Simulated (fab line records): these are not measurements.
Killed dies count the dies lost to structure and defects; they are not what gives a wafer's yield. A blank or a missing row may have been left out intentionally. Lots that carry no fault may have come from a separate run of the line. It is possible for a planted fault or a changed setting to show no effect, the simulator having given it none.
fab line records    flow nand-harc
record lots=6  wafers=18  last-day=23
route steps=1159 shown P_GATE@152 END@1159
lots with no fault: from the same line, run without faults
start-h: start of the lot's first displayed wafer, in hours after the record's first day    wait-h: time in hours since the lot's previous step    " identical to the entry in the row above    L1.1+2: several wafers, shown together as one row    - value missing, or start not given    * or withheld: withheld    < > ~ a bound
route shown NAME@n: a module of which the file shows steps, and the number in the route of the first    usual: mean/standard deviation taken from wafers without a fault    same: alike in all rows    chamber/n: place in a boat    sites: per-site readings    _std_site: standard deviation of those values    _edge_site: inner sites' mean taken away from outer sites' mean    radius-mm: for every site, how far away it sits from the centre of the wafer    mask NAME#n: copy n    behind: tool/chamber where the wafer was last shaped    hold: why the lot was held/for how many hours/how that ended    device: which transistor (n, p or np) failed to switch    end of line: tests run on the same wafers once the route is complete    for a step that has no rows: nothing shown but its recipe    killed: dies that structure and defects cost at the first sort, which is not the same as the wafer's yield    map: shows each die of a wafer: x if killed, . if not, _ if none is there
set.NAME: the setting the step ran with; set.NAME@STEP: the setting that earlier step ran with    model.NAME: the simulator's own value behind a step, which no gauge read
certain route steps with their lots: each step a table, each wafer a row
services: a tool's chamber out of use, with start hour (start-h, from the record's first day; less than 0 if before it), hours out, and reason
## steps
# step NHARC_P_GATE_STRIP_35
# recipe time-s=600  temp-c=130  chemistry=SPM
# step NHARC_P_GATE_PRECLEAN_73
# recipe time-s=*  temp-c=50  bath-age-min=0  chemistry=SC1
# step NHARC_P_GATE_SRD_74
# step NHARC_P_GATE_ALD_36
# recipe target-thk-a=200  pulse-time-s=60  ald-cycles=223  temp-c=400  material=SiNx
# usual heater-power-w=888/71  precursor-pulse-height-rel=1.001/0.019
lot.wafer  tool        chamber  start-h  wait-h  heater-power-w  precursor-pulse-height-rel
L978.4     ald-sin-02  1        99.79    -       797             0.996
L978.1     "           3        101.90   -       1010            0.984
L978.5     "           1        104.01   -       800             1.003
L979.2     ald-sin-02  0        109.99   -       837             1.033
L979.3     "           1        111.04   -       809             0.992
L979.6     "           2        112.09   -       843             1.002
L985.1     ald-sin-03  3        148.83   -       798             0.988
L985.2     "           0        149.89   -       922             0.981
L985.6     "           2        152.01   -       926             0.984
L986.2     ald-sin-02  3        151.62   -       1001            1.019
L986.6     "           0        152.70   -       857             1.014
L986.5     "           1        153.78   -       810             0.997
L994.1     ald-sin-02  1        203.26   -       784             0.984
L994.4     "           2        204.32   -       819             1.020
L994.2     "           3        205.37   -       1001            1.003
L996.2     ald-sin-01  2        207.22   -       856             1.004
L996.4     "           2        211.52   -       868             1.021
L996.5     "           3        212.95   -       942             0.981
# step NHARC_P_GATE_ETCHBACK_37
# recipe target-depth-a=345  time-s=17.2  chf3-flow-sccm=50  o2-flow-sccm=10  ar-flow-sccm=200  rf-w=500  bias-w=200  chemistry=CHF3/O2
# usual chf3-flow-sccm=50.00/0.16  drypump-motor-current-A=5.8/0.46  oes-product-au=0.94/0.033  rf-vpp-V=370.3/2.4  showerhead-plenum-p-Torr=2.39/0.1  throttle-valve-pct=20.571/0.0093
# same time-s=17.2
lot.wafer  tool         chamber  start-h  wait-h  chf3-flow-sccm  drypump-motor-current-A  oes-product-au  rf-hours-counter-h  rf-vpp-V  showerhead-plenum-p-Torr  throttle-valve-pct
L978.1     rie-diel-08  3        -        -       50.30           6.2                      0.92            28                  369.3     2.31                      20.560
L978.4     "            1        "        "       49.97           6.1                      0.91            29                  370.4     2.36                      20.582
L978.5     "            3        "        "       50.30           6.2                      0.92            -                   367.5     2.31                      20.555
L979.2     rie-diel-06  3        -        -       49.74           5.7                      0.95            17                  374.6     2.51                      20.567
L979.3     "            0        "        "       49.81           5.6                      0.93            14                  368.2     2.27                      20.580
L979.6     "            2        "        "       50.09           5.7                      0.93            -                   366.9     2.29                      20.558
L985.2     rie-diel-06  2        -        -       50.18           5.7                      0.93            28                  368.5     2.29                      20.567
L985.1     "            3        "        "       50.15           5.8                      0.94            30                  373.1     2.50                      20.570
L985.6     "            3        "        "       50.08           5.8                      0.93            -                   372.8     2.50                      20.562
L986.2     rie-diel-04  1        -        -       50.03           5.5                      0.99            14                  369.7     2.39                      20.576
L986.5     "            1        "        "       49.81           5.5                      1.00            -                   371.3     2.39                      20.584
L986.6     "            2        "        "       50.06           5.6                      1.00            -                   374.1     2.59                      20.575
L994.2     rie-diel-08  3        -        -       50.12           6.2                      0.92            16                  368.0     2.30                      20.576
L994.1     "            0        "        "       49.80           6.3                      0.93            16                  369.3     2.33                      20.569
L994.4     "            1        "        "       49.98           6.2                      0.91            17                  369.3     2.36                      20.575
L996.2     rie-diel-06  0        -        -       50.27           5.6                      1.00            53                  366.1     2.25                      20.563
L996.4     "            3        "        "       49.83           5.8                      1.01            -                   372.4     2.49                      20.558
L996.5     "            0        "        "       50.09           5.6                      1.01            -                   366.7     2.25                      20.566
# step NHARC_P_GATE_STRIP_101
# recipe time-s=20  o2-flow-sccm=500  ar-flow-sccm=0  bias-w=0  chemistry=O2
# usual drypump-motor-current-A=5.8/0.47  oes-product-au=0.999/0.013  rf-vpp-V=57.9/0.83  showerhead-plenum-p-Torr=3.51/0.15  throttle-valve-pct=17.035/0.0087
# same time-s=20
lot.wafer  tool         chamber  start-h  wait-h  drypump-motor-current-A  oes-product-au  rf-hours-counter-h  rf-vpp-V  showerhead-plenum-p-Torr  throttle-valve-pct
L978.4     rie-diel-08  2        108.34   0.1     4.9                      0.995           28                  58.3      3.75                      17.048
L978.1     "            3        "        "       6.2                      0.996           29                  58.9      3.40                      17.042
L978.5     "            1        "        "       6.1                      0.992           -                   58.4      3.48                      17.030
L979.3     rie-diel-06  0        117.52   0.1     5.6                      0.988           14                  56.1      3.33                      17.028
L979.2     "            1        "        "       6.2                      1.009           14                  57.6      3.36                      17.029
L979.6     "            1        "        "       6.2                      1.015           -                   58.6      3.36                      17.035
L985.2     rie-diel-06  0        157.41   0.1     5.6                      1.007           28                  57.4      3.33                      17.035
L985.1     "            2        "        "       5.7                      1.000           28                  58.2      3.36                      17.028
L985.6     "            1        "        "       6.2                      1.023           -                   57.6      3.36                      17.021
L986.2     rie-diel-04  1        158.13   0.1     5.5                      1.000           14                  56.5      3.51                      17.026
L986.6     "            2        "        "       5.6                      1.003           -                   58.8      3.80                      17.050
L986.5     "            3        "        "       6.0                      0.984           -                   57.1      3.67                      17.048
L994.2     rie-diel-08  1        211.90   0.1     6.1                      0.983           17                  56.6      3.46                      17.038
L994.1     "            3        "        "       6.2                      0.995           16                  58.1      3.39                      17.021
L994.4     "            0        "        "       6.3                      1.012           16                  56.3      3.42                      17.043
L996.2     rie-diel-06  2        219.12   0.1     5.7                      0.997           54                  58.6      3.35                      17.026
L996.4     "            0        "        "       5.6                      1.008           -                   57.5      3.31                      17.031
L996.5     "            2        "        "       5.7                      0.997           -                   58.9      3.35                      17.045
# step NHARC_P_GATE_PRECLEAN_97
# recipe time-s=600  temp-c=120  chemistry=SPM
# step NHARC_P_GATE_SRD_98
# step NHARC_P_GATE_PRECLEAN_99
# recipe time-s=*  temp-c=50  bath-age-min=0  chemistry=SC1
# step NHARC_P_GATE_SRD_100
# step NHARC_P_GATE_DEHYDRATE_38
# recipe temp-c=150  time-s=120
# step NHARC_P_GATE_HMDS_39
# recipe time-s=30
# step NHARC_P_GATE_COAT_40
# recipe spin-rpm=3000
# usual chill-plate-temp-C=22.99/0.11  exhaust-pa=45.1/0.82
lot.wafer  tool            chamber  start-h  wait-h  chill-plate-temp-C  exhaust-pa
L978.1     litho-track-05  0        108.91   -       22.82               45.0
L978.4     "               0        "        "       22.70               45.1
L978.5     "               0        "        "       22.80               45.1
L979.2     litho-track-02  0        118.02   -       23.10               44.7
L979.3     "               0        "        "       23.04               43.8
L979.6     "               0        "        "       23.09               45.0
L985.1     litho-track-05  -        157.91   -       -                   -
L985.2     "               -        "        "       -                   -
L985.6     "               -        "        "       -                   -
L986.2     litho-track-05  -        158.63   -       -                   -
L986.5     "               -        "        "       -                   -
L986.6     "               -        "        "       -                   -
L994.1     litho-track-03  0        212.40   -       22.91               45.2
L994.2     "               0        "        "       23.03               46.3
L994.4     "               0        "        "       22.85               45.7
L996.2     litho-track-05  0        219.62   -       23.09               46.4
L996.4     "               0        "        "       22.96               44.9
L996.5     "               0        "        "       23.05               45.4
# step NHARC_P_GATE_SOFTBAKE_41
# recipe temp-c=122  time-s=95
# step NHARC_END_SORT_01
# recipe temp-c=25
# usual killed-at-array=28/11  killed-at-other=0.7/1.1  killed-at-periphery=2.9/2  killed-dies=32/11  killed-open=3.2/1.8  killed-short=2.0/1.4
# same gross-dies=677
lot.wafer  tool       chamber  start-h  wait-h  killed-at-array  killed-at-other  killed-at-periphery  killed-dies  killed-open  killed-short
L979.2     prober-02  0        451.87   2.8     27               2                5                    34           4            1
L979.3     prober-02  0        452.66   3.1     33               1                5                    39           1            3
L979.6     prober-02  0        455.04   4.0     29               2                1                    32           2            1
L994.4     prober-02  0        550.34   3.4     46               0                1                    47           1            1
# killed by level:class
L979.2 A_CHANNEL_HOLE_D1:chamber-film-flake=14 A_STAIRCASE:chamber-film-flake=8 P_ZERO_WELL:chamber-film-flake=2 P_STI:chamber-film-flake=2 A_WL_FILL:chamber-film-flake=2 P_M0:geometric-particle:open=1 A_ONON_D1:geometric-particle:open=1 A_CHANNEL_FILL_D1:geometric-particle:open=1
L979.3 A_CHANNEL_HOLE_D1:chamber-film-flake=17 A_STAIRCASE:chamber-film-flake=8 P_ZERO_WELL:chamber-film-flake=3 A_ZERO_WELL:chamber-film-flake=3 P_M0:geometric-particle:open=1 A_ONON_D1:geometric-particle:short=1 A_WL_FILL:geometric-particle:short=1 A_CONTACT:geometric-particle:short=1
L979.6 A_STAIRCASE:chamber-film-flake=13 A_CHANNEL_HOLE_D1:chamber-film-flake=12 THIN_TSV:chamber-film-flake=2 A_CHANNEL_FILL_D1:geometric-particle:open=1 A_STAIRCASE:geometric-particle:open=1 A_WL_FILL:geometric-particle:short=1 P_STI:chamber-film-flake=1 A_CONTACT:chamber-film-flake=1
L994.4 A_CHANNEL_HOLE_D1:chamber-film-flake=23 A_SLIT:chamber-film-flake=12 A_CONTACT:chamber-film-flake=8 A_STAIRCASE:chamber-film-flake=2 P_CONTACT:geometric-particle:open=1 A_ONON_D1:geometric-particle:short=1
## services
tool            chamber  start-h  hours  kind
rie-diel-06     0        99.30    -      clean
rie-diel-06     1        99.30    -      clean
rie-diel-06     2        99.30    -      clean
rie-diel-06     3        99.30    -      clean
ald-sin-01      3        99.44    9.2    repair
ald-sin-01      -        107.77   0.5    repair
rie-diel-04     -        111.97   9.0    pm
rie-diel-06     1        120.98   3.8    repair
rie-diel-06     0        123.95   -      clean
rie-diel-06     2        123.95   -      clean
rie-diel-06     3        123.95   -      clean
rie-diel-08     -        124.86   9.0    pm
ald-sin-01      -        147.22   10.0   pm
rie-diel-06     0        148.45   -      clean
rie-diel-06     1        148.45   -      clean
rie-diel-06     2        148.45   -      clean
rie-diel-06     3        148.45   -      clean
ald-sin-03      -        158.33   0.5    repair
rie-diel-04     1        160.85   3.3    repair
litho-track-02  -        165.00   7.0    pm
rie-diel-06     0        173.00   -      clean
rie-diel-06     1        202.75   4.9    repair
litho-track-03  -        213.00   7.0    pm
rie-diel-06     1        215.78   28.6   repair
## key
first-sign step=NHARC_P_GATE_COAT_40  reading=tool-record  direction=missing
effect none on later readings
met-at NHARC_P_GATE_COAT_40
struck-wafers L985.1,L985.2,L985.6,L986.2,L986.5,L986.6
tester-left-out L985,L986
onset-between 108.91 157.91
fault kind=skipped-step-whole  tool=litho-track-05  chamber=-  onset-h=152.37  steps=NHARC_P_GATE_COAT_40  scope=struck-lots-only
# tester-left-out: of these lots the tester's yield and bins aren't shown, on N5 and GAA mostly nor the transistor test; their killed dies are dies lost to structure and defects alone, not to doping, threshold or leakage, so they don't give the yield
